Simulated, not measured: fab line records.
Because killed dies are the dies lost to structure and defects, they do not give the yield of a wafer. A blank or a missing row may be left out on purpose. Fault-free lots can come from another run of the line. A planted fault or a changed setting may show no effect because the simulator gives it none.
Struck lot and sound lot, side by side + flow n5 finfet + 16 out of 1938 route steps
Sound: wafers L932.2, L932.3, L932.6. Struck: wafers L950.3, L950.6. (L950.2 of the same lot was not struck and is left out.) The cause comes at the end.
Each step with rows lists, per side, the tool, then ch with its chambers, then its first start. Under that, the readings that differ: sound wafers + struck wafers + difference of the means + sigmas: that difference in standard deviations of wafers without a fault.
alike: words and numbers the same on both sides, and readings whose means are apart by under 2 such deviations; not compared: readings that were withheld, readings missing a value for some wafer, numbers with overlapping values and no deviation given by the record, and bounds like >300 which may hide the same value.
A row with sigmas, a row that says differs or no value, or rows on one side alone: a step with any of these is where the two part. Non-overlapping numbers with no deviation appear without sigmas and do not part them. A reading that every wafer of one side lacks parts them only if that side has two wafers or more.

first, 1 step without rows for these wafers: N5_BEOL_M0_WET_ETCH_106 (etches SiO2 in DHF, target depth 130 nm, rinse time 30 s).
N5_BEOL_M0_ETCH_128: etches SiCN in CF4/N2, target depth 12 nm, overetch 5.1 nm, time 21.4 s.
  sound on rie diel-02 ch 1,3, day 6 08:21; struck on rie diel-01 ch 0,1, day 10 23:38
  alike: drypump motor current A, oes product au, rf vpp V, showerhead plenum p Torr, throttle valve pct
  not compared: rf hours counter h
N5_BEOL_M0_TRENCH_ETCH_107: etches SiOC in C4F6/O2, target depth 32.8 nm, time 16.4 s.
  sound on rie diel-02 ch 1,3, day 6 08:24; struck on rie diel-01 ch 0,1, day 10 23:41
  alike: drypump motor current A, oes product au, rf vpp V, showerhead plenum p Torr, throttle valve pct
  not compared: rf hours counter h
then, 1 step without rows for these wafers: N5_BEOL_M0_STRIP_142 (strips in N2/H2, time 10 s).
N5_BEOL_M0_OCD_MEAS_108:
  sound on ocd-01 at day 6 08:30; struck on ocd-02 at day 10 23:47
  alike: trench depth nm
then, 2 steps without rows for these wafers: N5_BEOL_M0_HM_STRIP_129 (strips TiN in peroxide tin strip, target depth 17 nm, time 108 s); N5_BEOL_M0_SRD_130 (time 30 s).
N5_BEOL_M0_ETCH_109: etches SiCN in CH3F/O2, target depth 8 nm, overetch 2.4 nm, time 27.4 s.
  sound on rie diel-04 ch 0,1, day 6 08:37; struck on rie diel-01 ch 0,3, day 11 00:06
  alike: drypump motor current A, oes product au, rf vpp V, showerhead plenum p Torr, throttle valve pct
  not compared: rf hours counter h
then, 3 steps without rows for these wafers: N5_BEOL_M0_STRIP_139 (strips in post etch residue remover, time 60 s); N5_BEOL_M0_SRD_111 (time 30 s); N5_BEOL_M0_DEGAS_112 (time 60 s).
N5_BEOL_M0_PRE_CLEAN_113: time 30 s.
  sound on pvd sputter-02 at day 6 09:17; struck on pvd sputter-03 at day 11 02:16
  alike: heater power w
N5_BEOL_M0_ALD_136: deposits TaN, pulse time 2 s, purge time 3 s, co reactant purge time 2 s.
  sound on ald metal-04 ch 0,2, day 6 09:22; struck on ald metal-03 ch 0, day 11 02:20
| reading          | sound | struck      | difference | sigmas |
|------------------|-------|-------------|------------|--------|
| purge time s (s) | 3 3 3 | 2.747 2.747 | -0.253     |        |
  alike: heater power w
N5_BEOL_M0_SURFACE_TREAT_137:
  sound on pvd sputter-03 at day 6 10:31; struck on pvd sputter-03 at day 11 02:35
  not compared: throttle valve pct
-- a jump in the record: the struck wafers' starts before and after are 2 days apart (it breaks off in module BEOL_M0 and resumes in module BEOL_M4, where the first step shown is number 1111 of the route) --
N5_BEOL_M4_RC_MEAS_101:
  sound on prober-01 ch 0, day 8 13:46; struck on prober-01 ch 0, day 13 14:33
  alike: DIBL_N, DIBL_P, IOFF_N, IOFF_P, ION_N, ION_P, SS_N, SS_P, VT_N, VT_P
N5_PASSIVATION_PROBE_49:
  the record holds rows for the sound wafers here (prober-02, day 12 20:22) but none for the struck ones

## WHERE THEY PART
Within this record, at N5_PASSIVATION_PROBE_49 only.

WHY: what had been put in by the simulator
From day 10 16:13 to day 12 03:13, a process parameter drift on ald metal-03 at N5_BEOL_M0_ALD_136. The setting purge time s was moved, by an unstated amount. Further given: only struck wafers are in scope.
